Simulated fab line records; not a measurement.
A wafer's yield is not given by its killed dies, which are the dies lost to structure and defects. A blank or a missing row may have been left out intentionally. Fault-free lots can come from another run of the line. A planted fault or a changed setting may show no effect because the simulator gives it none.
Matching of chambers	flow n5_finfet	N5_HKMG_FIN_ALD_74 on ald_hk-03: 4 sister chambers
The step deposits La2O3, target thk 0.5 nm, pulse time 6 s, co reactant pulse time 1 s. 8 wafers are shown with their chamber, then 9 later ones without.

EACH WAFER AND ITS CHAMBER
wafer	chamber	heater_power_w (W)	precursor_pulse_height_rel
L087.3	3	293	1.021
L088.4	1	391	1.008
L089.1	0	381	1.043
L089.3	2	345	1.073
L089.6	1	382	1.028
L094.1	2	352	0.973
L094.4	3	309	0.986
L094.6	0	382	1.023

WAFERS WHOSE CHAMBER IS MISSING
wafer	heater_power_w (W)	precursor_pulse_height_rel
L095.1	304	1.019
L095.4	384	1.012
L095.5	348	1.004
L097.2	307	0.995
L097.3	379	1.003
L097.6	394	1.012
L096.3	382	1.015
L096.4	354	1.038
L096.6	375	1.027

CHAMBER TAKEN BY EACH
wafer	from the rows above	in truth
L095.1	3	3
L095.4	can't be placed: 1 or 0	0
L095.5	2	2
L097.2	3	3
L097.3	can't be placed: 0 or 1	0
L097.6	can't be placed: 1 or 0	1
L096.3	can't be placed: 0 or 1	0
L096.4	2	2
L096.6	can't be placed: 0 or 1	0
Correctly placed: 4 of 9. These rows do not allow placing 5 (true chamber among the candidates in 5). Wrongly placed: 0.
How it was worked out, from the rows above alone: a wafer's distance from a chamber is the root of the sum, over the readings, of the square of ((its reading less the chamber's mean) divided by the reading's scatter). The wafer belongs to the nearest chamber; if the next one is less than 2 further off, it can't be placed. Each chamber's mean is taken over the wafers shown for it. The scatter: take each reading less its chamber's mean, square it, sum over the shown wafers, divide by the number of wafers less the number of chambers, and take the root.
